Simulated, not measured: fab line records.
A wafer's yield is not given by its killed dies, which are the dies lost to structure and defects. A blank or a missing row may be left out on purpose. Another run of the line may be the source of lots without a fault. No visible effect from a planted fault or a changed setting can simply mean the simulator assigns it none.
Which tool is to blame?	flow n5Finfet	Sampling: 12 lots, 36 wafers, 3 of 1938 route steps

## WHAT EACH GAUGE READ, for each wafer
N5_BEOL_M4_THK_MEAS_53: measures by xrf. Usual: M4_THK typically reads 40.8 nm, with standard deviation 1.3.
lot	measured	on	M4_THK (nm)	flag
L257	day 7 13:44	filmMetro-02	41.4 41.4 40.6	
L258	day 8 03:17	filmMetro-02	41.7 42.6 42.2	
L261	day 8 20:41	filmMetro-01	40.6 41.4 40.2	
L259	day 9 02:26	filmMetro-02	40.7 42.8 41.4	
L263	day 9 11:19	filmMetro-02	40.7 42.4 39.3	
L262	day 9 13:11	filmMetro-01	43.3 39.9 40.1	
L267	day 10 14:13	filmMetro-02	42.4 39.7 40.4	
L265	day 10 17:23	filmMetro-02	43.3 43.4 42.4	
L269	day 11 07:26	filmMetro-01	39.1 41.3 39.4	
L272	day 11 19:36	filmMetro-02	41.0 39.2 40.8	
L277	day 12 21:52	filmMetro-02	40.5 42.5 42.0	
L276	day 12 22:08	filmMetro-02	39.2 42.4 40.0	

N5_BEOL_M4_RS_MEAS_58: the measuring method here is four-point-probe. Usual: M4_RS typically reads 0.673 ohm/sq, with standard deviation 0.028.
lot	measured	on	M4_RS (ohm/sq)	flag
L257	day 7 14:02	filmMetro-02	0.663 0.664 0.680	
L258	day 8 03:41	filmMetro-01	0.657 0.639 0.651	
L261	day 8 20:56	filmMetro-02	0.663 0.646 0.671	
L259	day 9 02:42	filmMetro-01	0.672 0.635 0.656	
L263	day 9 11:37	filmMetro-02	0.675 0.647 0.713	
L262	day 9 13:28	filmMetro-02	0.614 0.680 0.678	
L267	day 10 14:29	filmMetro-01	0.647 0.698 0.681	
L265	day 10 17:39	filmMetro-02	0.633 0.628 0.649	
L269	day 11 07:41	filmMetro-01	0.712 0.663 0.703	
L272	day 11 19:52	filmMetro-02	0.660 0.698 0.663	
L277	day 12 22:07	filmMetro-01	0.683 0.648 0.654	
L276	day 12 22:25	filmMetro-01	0.713 0.646 0.699	

## WHAT TOOL EACH LOT RAN ON (gives the tool, then ch and the chambers of the sampled wafers, and finally the start)
lot	N5_BEOL_M4_CO_CAP_55
L257	cvdCo-01 ch 0,1,2, day 7 13:49
L258	cvdCo-01 ch 0,1,2, day 8 03:29
L261	cvdCo-02 ch 0,1,2, day 8 20:46
L259	cvdCo-01 ch 1,2, day 9 02:31
L263	cvdCo-01 ch 0,1,2, day 9 11:24
L262	cvdCo-01 ch 0,1, day 9 13:15
L267	cvdCo-01 ch 0,1, day 10 14:17
L265	cvdCo-02 ch 0,2, day 10 17:28
L269	cvdCo-02 ch 0,1,2, day 11 07:31
L272	cvdCo-02 ch 1,2, day 11 19:41
L277	cvdCo-02 ch 0,1, day 12 21:56
L276	cvdCo-02 ch 1,2, day 12 22:13
- N5_BEOL_M4_CO_CAP_55: material Co, precursor CCTBA/H2, target thk 2 nm, time 102.1 s.

## AS READ BY THE TOOLS THEMSELVES (means over the sampled wafers that have a number; for cases with no such wafer, the mark the record gives instead)
N5_BEOL_M4_CO_CAP_55. Usual: chamberPressureTorr 30.01 Torr, standard deviation 0.068; heaterPowerW 220 W, standard deviation 23; susceptorTempC 200.00 C, standard deviation 0.16.
lot	tool	chamberPressureTorr (Torr)	heaterPowerW (W)	susceptorTempC (C)	flag
L257	cvdCo-01	30.04	212	200.01	
L258	cvdCo-01	30.05	210	200.04	
L261	cvdCo-02	30.05	225	200.02	
L259	cvdCo-01	29.94	215	200.19	
L263	cvdCo-01	29.96	211	199.97	
L262	cvdCo-01	30.01	215	199.82	
L267	cvdCo-01	29.98	217	199.86	
L265	cvdCo-02	30.00	241	200.11	
L269	cvdCo-02	30.01	226	199.85	
L272	cvdCo-02	29.98	207	199.79	
L277	cvdCo-02	30.08	212	200.08	
L276	cvdCo-02	29.98	220	200.00	

## THE ANSWER, worked out from the rows above alone
Rule: a lot counts as off when the mean over its wafers that have a number is more than 3 standard deviations away from the usual mean. A lot without any number at a reading at which 4 lots or more have one is off too. The other lots that the step has rows for count as sound. Order of review: gauges by route order, followed by the tools' own readings, for which a lot's mean as printed above is used. At the first step where some lot is off, the reading lying furthest off is the one used; lots without a number count as furthest.
Across all readings shown, no lot is off: no conclusion can be drawn from this.

## WHAT THE SIMULATOR HAD PUT IN
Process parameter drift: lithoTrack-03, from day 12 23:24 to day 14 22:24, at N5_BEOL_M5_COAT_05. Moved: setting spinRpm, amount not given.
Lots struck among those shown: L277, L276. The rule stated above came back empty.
